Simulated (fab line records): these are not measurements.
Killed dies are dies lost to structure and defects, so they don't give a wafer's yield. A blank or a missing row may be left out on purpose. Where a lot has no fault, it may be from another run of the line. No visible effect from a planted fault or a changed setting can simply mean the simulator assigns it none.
Matching of chambers | flow nand harc | rie diel-10 running NHARC_A_M0_DESCUM_14: 4 sister chambers
The step chemistry O2, time 3 s. 4 wafers are shown with their chamber, then 8 later ones without.

## WAFERS WITH THEIR CHAMBER
wafer  | chamber | showerhead plenum p Torr (Torr)
L076.5 | 2       | 2.03
L079.1 | 1       | 1.85
L078.6 | 0       | 1.94
L088.1 | 3       | 1.96

## WAFERS WITH NO CHAMBER GIVEN
wafer  | showerhead plenum p Torr (Torr)
L088.5 | 2.03
L088.6 | 1.85
L089.1 | 1.93
L089.2 | 1.96
L089.6 | 1.93
L087.1 | 1.96
L087.5 | 1.93
L087.6 | 1.85

## WHICH CHAMBER EACH ONE RAN IN
wafer  | from the rows above | in truth
L088.5 | 2                   | 2
L088.6 | 1                   | 1
L089.1 | 0                   | 0
L089.2 | 3                   | 3
L089.6 | 0                   | 0
L087.1 | 3                   | 3
L087.5 | 0                   | 0
L087.6 | 1                   | 1
Correct placement for 8 of the 8. Not placeable from these rows: 0. 0 placed wrongly.
How it was worked out, from the rows above alone: a wafer's distance from a chamber is the root of the sum, over the readings, of the square of ((its reading less the chamber's mean) divided by the reading's scatter). If the next closest chamber is less than 2 further off than the closest, the wafer can't be placed; otherwise it belongs to the closest. The mean given for a chamber averages the wafers shown for that chamber. The scatter: root of mean squared gap, hidden wafer to nearest shown wafer, with one shown wafer a chamber.
